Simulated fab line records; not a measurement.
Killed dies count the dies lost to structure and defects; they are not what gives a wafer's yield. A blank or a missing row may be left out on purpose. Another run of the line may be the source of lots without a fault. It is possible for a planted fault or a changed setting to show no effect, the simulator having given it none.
Which tool is to blame? | flow n5_finfet | 36 wafers from 12 lots sampled at 6 of the route's 1938 steps

## WHAT THE GAUGES READ, wafer by wafer
N5_BEOL_M3_INSPECT_13: inspects for defects (brightfield).
lot  | measured     | on                | raw_defect_count
L075 | day 7 11:29  | defect_inspect-02 | 429 351 430
L078 | day 7 19:52  | defect_inspect-01 | 449 282 289
L079 | day 8 08:18  | defect_inspect-02 | 488 499 367
L081 | day 8 18:21  | defect_inspect-01 | 425 534 409
L083 | day 9 09:01  | defect_inspect-01 | 405 336 334
L085 | day 9 18:59  | defect_inspect-02 | 292 466 469
L087 | day 10 02:40 | defect_inspect-02 | 395 394 383
L089 | day 11 01:59 | defect_inspect-02 | 393 455 356
L092 | day 11 17:35 | defect_inspect-02 | 271 505 417
L093 | day 12 05:44 | defect_inspect-02 | 393 366 365
L095 | day 12 12:31 | defect_inspect-01 | 362 360 407
L096 | day 12 13:51 | defect_inspect-01 | 425 478 477

## EACH LOT AND THE TOOL THAT RAN IT (in order: tool; ch and the chambers of the sampled wafers; start)
lot  | N5_BEOL_M2_ANNEAL_87         | N5_BEOL_M2_SPUTTER_90        | N5_BEOL_M2_ANNEAL_93         | N5_BEOL_M2_PRE_CLEAN_60          | N5_BEOL_M2_CO_CAP_55
L075 | pvd_sputter-03, day 7 08:10  | pvd_sputter-03, day 7 08:31  | pvd_sputter-03, day 7 08:49  | cvd_co-02 ch 0,1,2, day 7 10:00  | cvd_co-02 ch 0,1,2, day 7 10:02
L078 | pvd_sputter-03, day 7 13:07  | pvd_sputter-03, day 7 13:28  | pvd_sputter-03, day 7 13:46  | cvd_co-01 ch 0,1,2, day 7 15:07  | cvd_co-01 ch 0,1,2, day 7 15:09
L079 | pvd_sputter-02, day 8 05:02  | pvd_sputter-02, day 8 05:24  | pvd_sputter-02, day 8 05:42  | cvd_co-02 ch 0,2, day 8 06:53    | cvd_co-02 ch 0,2, day 8 06:56
L081 | pvd_sputter-02, day 8 14:59  | pvd_sputter-02, day 8 15:21  | pvd_sputter-02, day 8 15:39  | cvd_co-02 ch 0,2, day 8 16:55    | cvd_co-02 ch 0,2, day 8 16:57
L083 | pvd_sputter-02, day 9 04:35  | pvd_sputter-02, day 9 04:56  | pvd_sputter-02, day 9 05:14  | cvd_co-02 ch 0,1,2, day 9 06:25  | cvd_co-02 ch 0,1,2, day 9 06:28
L085 | pvd_sputter-01, day 9 15:49  | pvd_sputter-01, day 9 16:10  | pvd_sputter-01, day 9 16:28  | cvd_co-01 ch 0,1,2, day 9 17:40  | cvd_co-01 ch 0,1,2, day 9 17:42
L087 | pvd_sputter-03, day 9 23:54  | pvd_sputter-03, day 10 00:16 | pvd_sputter-03, day 10 00:34 | cvd_co-02 ch 0,1,2, day 10 01:44 | cvd_co-02 ch 0,1,2, day 10 01:47
L089 | pvd_sputter-01, day 10 20:38 | pvd_sputter-01, day 10 21:00 | pvd_sputter-01, day 10 21:18 | cvd_co-01 ch 0,1, day 10 22:37   | cvd_co-01 ch 0,1, day 10 22:40
L092 | pvd_sputter-01, day 11 13:47 | pvd_sputter-01, day 11 14:08 | pvd_sputter-01, day 11 14:26 | cvd_co-01 ch 0,2, day 11 15:41   | cvd_co-01 ch 0,2, day 11 15:44
L093 | pvd_sputter-01, day 12 00:41 | pvd_sputter-01, day 12 01:02 | pvd_sputter-01, day 12 01:20 | cvd_co-02 ch 0,1,2, day 12 02:32 | cvd_co-02 ch 0,1,2, day 12 02:34
L095 | pvd_sputter-03, day 12 07:38 | pvd_sputter-03, day 12 07:59 | pvd_sputter-03, day 12 08:17 | cvd_co-01 ch 1,2, day 12 09:29   | cvd_co-01 ch 1,2, day 12 09:31
L096 | pvd_sputter-02, day 12 10:43 | pvd_sputter-02, day 12 11:04 | pvd_sputter-02, day 12 11:22 | cvd_co-02 ch 0,2, day 12 12:33   | cvd_co-02 ch 0,2, day 12 12:35
- N5_BEOL_M2_ANNEAL_87: time 240 s.
- N5_BEOL_M2_SPUTTER_90: material Cu, target thk 4.5 nm, time 8.29 s.
- N5_BEOL_M2_ANNEAL_93: time 240 s.
- N5_BEOL_M2_PRE_CLEAN_60: time 15 s.
- N5_BEOL_M2_CO_CAP_55: material Co, precursor CCTBA/H2, target thk 2 nm, time 102.1 s.

## THE ANSWER, worked out from the rows above alone
Rule: the lots themselves supply what counts as usual. The widest of any qualifying gaps counts: lots, ordered by their means at a reading, are off when they make up no more than a third of the lots, leave a main group of 4 or more, and stand apart from it by 3 or more times the standard deviation of that group's means. A main group whose means are all the same, to the digits that the tables above print for the reading, isn't used. Also off: a lot with no number at a reading for which 4 or more lots have one. Where the step has rows for the other lots, those lots are counted as sound.
No lot is off on any of the readings shown, so nothing can be concluded from this.

## WHAT THE SIMULATOR HAD INSERTED
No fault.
